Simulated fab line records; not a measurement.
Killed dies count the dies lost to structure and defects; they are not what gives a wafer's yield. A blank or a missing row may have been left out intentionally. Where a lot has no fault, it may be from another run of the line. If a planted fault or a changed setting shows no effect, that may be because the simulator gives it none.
Comparing a struck lot with a sound one ; flow n5 finfet ; 38 out of 1938 route steps
Sound: wafers L719.1, L719.5, L719.6. Struck: wafer L722.5 (left out: L722.1, L722.6 of the same lot, which were not struck); the cause appears at the end.
Order at every step that has rows: each side's tool, ch and its chambers, its first start. Under that, the readings that differ: sound wafers ; struck wafers ; difference of the means ; sigmas: that difference in standard deviations of wafers without a fault.
alike: a reading whose means differ by less than 2 such deviations, as well as words and numbers matching on both sides. not compared: withheld readings; readings where some wafer has no value; bounds like >300 that might hide an equal value; numbers whose values overlap and for which the record gives no deviation.
Wherever a step has rows on one side only, a row that says differs or no value, or a row with sigmas, the two part there. When numbers do not overlap yet have no deviation, they are printed without sigmas and do not part them. A reading that every wafer of one side lacks parts them only if that side has two wafers or more.

first, 9 steps without rows for these wafers: N5_BEOL_M10_PEB_26 (peb time 60 s); N5_BEOL_M10_DEVELOP_27 (develop time 30 s); N5_BEOL_M10_DESCUM_33 (chemistry O2, time 7.9 s); N5_BEOL_M10_ETCH_65 (etches SiARC in CF4, target depth 39 nm, time 65 s); N5_BEOL_M10_ETCH_66 (etches SOC in N2/H2, target depth 120 nm, overetch 24 nm, time 180 s); N5_BEOL_M10_STRIP_69 (strips in N2/H2); N5_BEOL_M10_VIA_ETCH_34 (etches SiCOH lowk in C4F6/O2, target depth 184.5 nm, time 69.2 s); N5_BEOL_M10_STRIP_73 (strips in C4F6/O2); N5_BEOL_M10_STRIP_36 (strips in N2/H2).
N5_BEOL_M10_TRENCH_ETCH_37: etches SiCOH lowk in C4F6/O2, target depth 148.83 nm, time 48 s.
  sound on rie diel-01 ch 0,3, day 10 23:23; struck on rie diel-01 ch 0, day 12 05:28
reading;sound;struck;difference;sigmas
oes product au (a.u.);0.86 0.87 0.86;1.17;+0.31;+3
model.etch.depth nm (nm);147.8 151.1 149.1;236.5;+87.2;
model.BEOL_M10.feature depth nm (nm);147.8 151 149.2;236.4;+87.1;
model.TiN_of_BEOL_M10_HM_DEP_02.thk nm (nm);15.8 15.8 15.6;13.6;-2.1;
  alike: drypump motor current A, oes_f_703_au, rf vpp V, showerhead plenum p Torr, throttle valve pct
  not compared: rf hours counter h
then, 2 steps without rows for these wafers: N5_BEOL_M10_ETCH_41 (etches SiCN in CH3F/O2, target depth 42.6 nm, time 86 s); N5_BEOL_M10_STRIP_77 (strips in N2/H2, time 10 s).
N5_BEOL_M10_OCD_MEAS_38:
  sound on ocd-02 at day 10 23:34; struck on ocd-02 at day 12 05:38
reading;sound;struck;difference;sigmas
trench depth nm (nm);147.7 150.7 148.4;236.4;+87.5;+34
then, 13 steps without rows for these wafers: N5_BEOL_M10_HM_STRIP_39 (strips TiN in peroxide tin strip, target depth 25 nm, time 158 s); N5_BEOL_M10_SRD_40 (time 30 s); N5_BEOL_M10_PRECLEAN_42 (cleans in residue remover, time 60 s); N5_BEOL_M10_SRD_43 (time 30 s); N5_BEOL_M10_CURE_72 (cures SiCOH lowk, time 120 s); N5_BEOL_M10_DEGAS_44 (time 60 s); N5_BEOL_M10_PRE_CLEAN_45 (time 30 s); N5_BEOL_M10_ALD_74 (deposits TaN, target thk 2 nm, pulse time 2 s, purge time 3 s); N5_BEOL_M10_SURFACE_TREAT_76; N5_BEOL_M10_CVD_75 (deposits Co from CCTBA/H2, target thk 2 nm, time 138.9 s); N5_BEOL_M10_SPUTTER_48 (material Cu, target thk 12 nm, time 2 s); N5_BEOL_M10_ECD_50 (material Cu, target thk 318 nm); N5_BEOL_M10_ANNEAL_51 (time 90 s).
N5_BEOL_M10_CMP_52: polishes, stops on SiCOH lowk, t overpolish 7 s, target thk 140 nm.
  sound on cmp-04 ch 0,1,3, day 11 01:47; struck on cmp-03 ch 0, day 12 07:50
reading;sound;struck;difference;sigmas
model.Cu_of_BEOL_M10_ECD_50.thk nm (nm);137.2 141.6 138.8;226.6;+87.4;
  alike: motor current A
N5_BEOL_M10_THK_MEAS_53: measures by xrf.
  sound on film metro-01 at day 11 01:58; struck on film metro-01 at day 12 08:08
reading;sound;struck;difference;sigmas
M10_THK (nm);136 139 137;225;+88;+29
then, 2 steps without rows for these wafers: N5_BEOL_M10_PRE_CLEAN_55 (time 15 s); N5_BEOL_M10_DEP_56 (deposits SiCN from 3MS/NH3, target thk 15 nm, time 26.5 s).
N5_BEOL_M10_RS_MEAS_57: measures by four-point-probe.
  sound on film metro-02 at day 11 02:05; struck on film metro-02 at day 12 08:16
reading;sound;struck;difference;sigmas
M10_RS (ohm/sq);0.154 0.149 0.152;0.090;-0.062;-18
then, 5 steps without rows for these wafers: N5_BEOL_M11_ILD_DEP_00 (deposits SiCOH lowk from DEMS/porogen, target thk 308.51 nm, time 58 s); N5_BEOL_M11_CURE_71 (cures SiCOH lowk, time 240 s); N5_BEOL_M11_PECVD_70 (deposits SiO2 from TEOS/O2, target thk 20 nm, time 22.7 s); N5_BEOL_M11_HM_DEP_02 (deposits TiN, target thk 20 nm); N5_BEOL_M11_COAT_59 (time 60 s, resist thk 100 nm).
N5_BEOL_M15_RC_MEAS_101:
  sound on prober-01 ch 0, day 12 06:26; struck on prober-01 ch 0, day 13 17:01
reading;sound;struck;difference;sigmas
COMB_M12 (S/m);7.8e-12 6.8e-12 8.9e-12;5.3e-12;-2.5e-12;-2
SERP_M10 (ohm/um);3.14 3.07 3.09;1.81;-1.29;-15
SERP_M10_max_site (ohm/um);3.30 3.15 3.19;1.84;-1.37;-15
  alike: COMB_M11, COMB_M12_max_site, COMB_M13, COMB_M14, COMB_M15, COMB_M5, COMB_M6, COMB_M6_max_site, COMB_M7, COMB_M8, COMB_M9, SERP_M11, SERP_M12, SERP_M13, SERP_M14, SERP_M5, SERP_M6, SERP_M7, SERP_M8, SERP_M9
N5_PASSIVATION_PROBE_49:
  sound on prober-01 at day 12 21:40; struck on prober-02 at day 14 05:12
reading;sound;struck;difference;sigmas
defect limited yield (%);91.2 91.1 92.6;88.2;-3.4;-2
killed_at_M0_to_M3;49 50 33;22;-22;-2
killed_at_M4_up;25 17 13;44;+26;+5
killed at other;2 3 7;14;+10;+3
killed dies;104 105 87;139;+40;+3
killed on rim;24 16 14;33;+15;+4
sort n pass;1076 1075 1093;1041;-40;-3
sort yield pct (%);91.2 91.1 92.6;88.2;-3.4;-2
  alike: killed at contacts, killed at front end, killed open, killed short, sort_bin_5_function, sort_bin_6_memory

WHERE THEY PART
At N5_BEOL_M10_TRENCH_ETCH_37 first; at N5_PASSIVATION_PROBE_49 last (within this record only).

WHY: what the simulator had put in
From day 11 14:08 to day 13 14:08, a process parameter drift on rie diel-01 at N5_BEOL_M10_TRENCH_ETCH_37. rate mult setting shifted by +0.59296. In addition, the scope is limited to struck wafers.
